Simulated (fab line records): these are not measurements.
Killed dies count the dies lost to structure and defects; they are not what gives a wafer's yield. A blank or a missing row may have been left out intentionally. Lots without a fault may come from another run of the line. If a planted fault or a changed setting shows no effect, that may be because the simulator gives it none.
Chamber matching | flow n5-finfet | rie-diel-04 running N5_BEOL_M0_ETCH_109: 4 sister chambers
The step etches SiCN in CH3F/O2, target depth 8 nm, overetch 2.4 nm, time 27.4 s. 16 wafers are shown with their chamber, then 8 later ones without.

== WAFERS, EACH WITH ITS CHAMBER ==
wafer  | chamber | showerhead-plenum-p-Torr (Torr) | throttle-valve-pct (%) | oes-product-au (a.u.)
L076.4 | 0       | 2.07                            | 16.35                  | 0.63
L076.5 | 0       | 2.07                            | 16.36                  | 0.64
L076.6 | 3       | 1.96                            | 16.44                  | 0.67
L078.1 | 3       | 1.96                            | 16.44                  | 0.68
L078.5 | 3       | 1.96                            | 16.45                  | 0.67
L078.6 | 0       | 2.07                            | 16.35                  | 0.63
L079.1 | 1       | 1.93                            | 16.62                  | 0.66
L079.4 | 2       | 1.98                            | 16.35                  | 0.62
L079.5 | 3       | 1.96                            | 16.43                  | 0.70
L082.3 | 3       | 1.96                            | 16.46                  | 0.67
L082.5 | 1       | 1.93                            | 16.65                  | 0.65
L082.6 | 2       | 1.97                            | 16.35                  | 0.60
L084.2 | 0       | 2.06                            | 16.40                  | 0.62
L084.3 | 1       | 1.93                            | 16.67                  | 0.65
L084.5 | 3       | 1.95                            | 16.49                  | 0.67
L085.1 | 3       | 1.95                            | 16.48                  | 0.67

SIGNATURES (averages over the wafers above)
reading                  | chamber 0 | chamber 1 | chamber 2 | chamber 3 | scatter within a chamber
showerhead-plenum-p-Torr | 2.0675    | 1.9300    | 1.9750    | 1.9571    | 0.00472
throttle-valve-pct       | 16.3650   | 16.6467   | 16.3500   | 16.4557   | 0.0222
oes-product-au           | 0.6300    | 0.6533    | 0.6100    | 0.6757    | 0.0102
Rule: distance of a wafer from a chamber = root of the sum over the readings of ((wafer's reading minus chamber's mean) / reading's scatter) squared. If the next closest chamber is less than 2 further off than the closest, the wafer can't be placed; otherwise it belongs to the closest. The scatter: the root of (the sum of the squares of (reading less its chamber's mean) over the shown wafers, divided by (wafers less chambers)).

== WAFERS WITH NO CHAMBER GIVEN ==
wafer  | showerhead-plenum-p-Torr (Torr) | throttle-valve-pct (%) | oes-product-au (a.u.)
L085.4 | 1.95                            | 16.49                  | 0.68
L085.5 | 1.93                            | 16.67                  | 0.65
L086.2 | 2.06                            | 16.40                  | 0.61
L086.3 | 1.93                            | 16.67                  | 0.63
L086.6 | 1.97                            | 16.37                  | 0.60
L097.3 | 2.05                            | 16.43                  | 0.62
L097.4 | 1.96                            | 16.41                  | 0.60
L097.5 | 1.92                            | 16.73                  | 0.64

== WHICH CHAMBER EACH WENT THROUGH ==
wafer  | from the rows above | in truth
L085.4 | 3                   | 3
L085.5 | 1                   | 1
L086.2 | 0                   | 0
L086.3 | 1                   | 1
L086.6 | 2                   | 2
L097.3 | 0                   | 0
L097.4 | 2                   | 2
L097.5 | 1                   | 1
Correct placement for 8 of the 8. Number that these rows cannot place: 0. Number placed wrongly: 0.
